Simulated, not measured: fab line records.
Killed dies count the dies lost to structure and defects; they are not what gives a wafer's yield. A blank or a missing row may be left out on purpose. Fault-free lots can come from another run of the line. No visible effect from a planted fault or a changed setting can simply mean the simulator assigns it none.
Matching of chambers | flow n5Finfet | 3 sister chambers for N5_BEOL_M10_CURE_71 on uvCure-03
The step cures SiCOH lowk, time 240 s. 3 wafers are shown with their chamber, then 12 later ones without.

WAFERS PAIRED WITH THEIR CHAMBERS
wafer  | chamber | wafer_temp_C_max
L081.6 | 1       | 388.9
L085.4 | 0       | 386.5
L089.6 | 2       | 388.5

WAFERS WITHOUT THEIR CHAMBER
wafer  | wafer_temp_C_max
L090.2 | 386.6
L090.4 | 386.6
L090.5 | 386.3
L093.1 | 389.1
L093.3 | 387.6
L093.4 | 388.1
L094.2 | 386.9
L094.3 | 386.6
L094.5 | 386.7
L096.4 | 387.8
L096.5 | 387.9
L096.6 | 388.1

CHAMBER TAKEN BY EACH
wafer  | from the rows above          | in truth
L090.2 | 0                            | 0
L090.4 | 0                            | 0
L090.5 | 0                            | 0
L093.1 | can't be placed: 1 or 2      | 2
L093.3 | can't be placed: 2 or 0 or 1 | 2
L093.4 | can't be placed: 2 or 1      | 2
L094.2 | 0                            | 0
L094.3 | 0                            | 0
L094.5 | 0                            | 0
L096.4 | can't be placed: 2 or 1 or 0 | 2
L096.5 | can't be placed: 2 or 1 or 0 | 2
L096.6 | can't be placed: 2 or 1      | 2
Placed correctly: 6 of 12. These rows do not allow placing 6 (true chamber among the candidates in 6). 0 placed wrongly.
How it was worked out, from the rows above alone: a wafer's distance from a chamber is the root of the sum, over the readings, of the square of ((its reading less the chamber's mean) divided by the reading's scatter). If the next closest chamber is less than 2 further off than the closest, the wafer can't be placed; otherwise it belongs to the closest. The mean given for a chamber averages the wafers shown for that chamber. The scatter: root of mean squared gap, hidden wafer to nearest shown wafer, with one shown wafer a chamber.
